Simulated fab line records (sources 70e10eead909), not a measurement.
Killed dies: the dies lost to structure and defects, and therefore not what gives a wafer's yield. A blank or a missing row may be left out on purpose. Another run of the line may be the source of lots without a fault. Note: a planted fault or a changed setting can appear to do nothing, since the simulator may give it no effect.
Matching of chambers	flow nandHarc	4 sister chambers for NHARC_P_GATE_DESCUM_61 on rieDiel-04
The step chemistry O2, time 3 s. 4 wafers are shown with their chamber, then 12 later ones without.

== EACH WAFER AND ITS CHAMBER ==
wafer	chamber	showerheadPlenumPTorr (Torr)
L085.1	2	1.90
L085.2	3	1.84
L084.2	0	1.92
L084.6	1	1.93

== WAFERS WITH NO CHAMBER GIVEN ==
wafer	showerheadPlenumPTorr (Torr)
L084.1	1.91
L084.4	1.84
L084.5	1.92
L087.2	1.84
L087.4	1.90
L087.5	1.84
L091.2	1.84
L091.3	1.92
L091.4	1.92
L092.3	1.92
L092.4	1.92
L092.6	1.83

== THE CHAMBER EACH PASSED THROUGH ==
wafer	from the rows above	in truth
L084.1	can't be placed: 0 or 2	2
L084.4	3	3
L084.5	0	0
L087.2	3	3
L087.4	2	2
L087.5	3	3
L091.2	3	3
L091.3	0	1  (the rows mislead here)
L091.4	0	0
L092.3	0	0
L092.4	0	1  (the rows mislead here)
L092.6	3	3
Placed correctly: 9 of 12. Not placeable from these rows: 1 (in 1, the candidates include the true chamber). 2 placed wrongly.
How it was worked out, from the rows above alone: a wafer's distance from a chamber is the root of the sum, over the readings, of the square of ((its reading less the chamber's mean) divided by the reading's scatter). The wafer belongs to the nearest chamber; if the next one is less than 2 further off, it can't be placed. Each chamber's mean is taken over the wafers shown for it. The scatter: with one shown wafer a chamber, the root of the mean of the squares of how far each hidden wafer lies from its nearest shown one.
